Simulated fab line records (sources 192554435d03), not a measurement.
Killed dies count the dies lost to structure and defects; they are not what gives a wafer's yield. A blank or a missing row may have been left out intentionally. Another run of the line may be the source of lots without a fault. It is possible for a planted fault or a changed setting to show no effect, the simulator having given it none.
A single fault, viewed from 3 desks	flow n5 finfet	every desk sees just its own numbers, and what lay behind them comes last

THE METROLOGY DESK
What the gauges read for every lot (on any tool): the sampled wafers with a number, averaged. Any lot whose mean is over 4 standard deviations away from the usual mean is out of limits and marked OUT; that distance is given in the brackets. 7 of its 12 readings are shown: the first one out of limits and those lying furthest out on some lot.
Columns: A = NWELL_OVL at N5_WELL_APT_OVL_MEAS_09, usual -1 nm; B = DIBL_N at N5_BEOL_M4_RC_MEAS_101, usual 36.1 mV/V; C = DIBL_P at N5_BEOL_M4_RC_MEAS_101, usual 36.4 mV/V; D = IOFF_P at N5_BEOL_M4_RC_MEAS_101, usual 0.22 nA/um; E = ION_P at N5_BEOL_M4_RC_MEAS_101, usual 462 uA/um; F = RS_NWELL at N5_BEOL_M4_RC_MEAS_101, usual 1035 ohm/sq; G = SS_P at N5_BEOL_M4_RC_MEAS_101, usual 73.3 mV/dec
lot	first seen here	A	B	C	D	E	F	G
L266	day 1 13:55	8	36.6	39.0	0.25	468	1043	73.8
L269	day 2 07:44	-3	32.1	31.9	0.16	454	824 (-33) OUT	72.2
L271	day 2 19:53	-1	36.3	37.0	0.21	459	823 (-33) OUT	73.5
L272	day 3 01:43	-3	35.7	38.1	0.21	454	827 (-32) OUT	73.2
L279	day 4 19:36	0	35.8	36.4	0.21	454	1022	73.4
L282	day 5 13:52	-5	34.4	34.9	0.19	454	1038	73.4
L284	day 6 01:35	2	36.1	35.2	0.21	466	1031	73.0
L285	day 6 07:53	3	36.3	36.6	0.21	462	1040	73.5
L286	day 6 13:37	4	34.1	34.1	0.22	474	1041	72.4
L288	day 7 01:52	-1	33.5	33.8	0.16	453	1032	72.0
This desk finds L269, L271, L272 out of limits, with the earliest case on L269 at day 9 07:29 (RS_NWELL at N5_BEOL_M4_RC_MEAS_101). L266, L279, L282, L284, L285, L286, L288 stayed within limits.

THE DEFECT DESK
Inspection counts along the route, by lot: the mean over sampled wafers that carry a number. Any lot whose mean is over 4 standard deviations away from the usual mean is out of limits and marked OUT; that distance is given in the brackets.
Columns: A = raw defect count at N5_WELL_APT_INSPECT_10, usual 2.2
lot	first seen here	A
L266	day 1 13:57	2.0
L269	day 2 07:46	1.3
L271	day 2 19:55	3.0
L272	day 3 01:44	2.0
L279	day 4 19:38	2.7
L282	day 5 13:53	5.0
L284	day 6 01:37	2.0
L285	day 6 07:54	3.0
L286	day 6 13:38	2.0
L288	day 7 01:53	1.7
This desk found nothing out of limits on any of the 10 lots.

FOR THE TOOL OWNER'S DESK: implanter-01
The tool's own readings at N5_WELL_APT_IMPLANT_14: means of the sampled wafers that have a number, for each lot that ran on this tool. Any lot whose mean is over 4 standard deviations away from the usual mean is out of limits and marked OUT; that distance is given in the brackets.
Columns: A = dose ions cm2 at N5_WELL_APT_IMPLANT_14, usual 1.4998e+13; B = faraday current uA at N5_WELL_APT_IMPLANT_14, usual 190
lot	first seen here	A	B
L266	day 1 14:05	1.4983e+13	191
L269	day 2 07:56	2.2637e+13 (+99 or more) OUT	286 (+27) OUT
L271	day 2 20:07	2.2621e+13 (+99 or more) OUT	284 (+27) OUT
L272	day 3 01:55	2.2609e+13 (+99 or more) OUT	285 (+27) OUT
L282	day 5 14:01	1.5016e+13	192
L284	day 6 02:10	1.4982e+13	188
L286	day 6 13:52	1.4968e+13	190
L288	day 7 02:02	1.4995e+13	189
Finding of this desk: L269, L271, L272 out of limits; the first was L269 at day 2 07:56, on dose ions cm2 at N5_WELL_APT_IMPLANT_14. L266, L282, L284, L286, L288 stayed within limits.

BROUGHT TOGETHER
At day 2 07:56, on L269, L271, L272, the tool owner's desk was in a position to raise an alarm.
At day 9 07:29 the metrology desk could have sounded an alarm, on L269, L271, L272.
Nothing the defect desk looked at was out of limits.
The defect desk has L269, L271, L272 on record, within its limits.
N5_WELL_APT_IMPLANT_14 was run on implanter-01 by each of the lots named.

WHAT HAD BEEN PUT IN BY THE SIMULATOR
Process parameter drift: implanter-01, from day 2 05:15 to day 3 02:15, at N5_WELL_APT_IMPLANT_14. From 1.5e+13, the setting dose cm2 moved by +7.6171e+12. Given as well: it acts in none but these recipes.
Struck lots among those shown: L269, L271, L272.
Delay (hours) between the fault's onset and each desk's first out-of-limits reading: 3 at the tool owner's desk, 170 at the metrology desk.
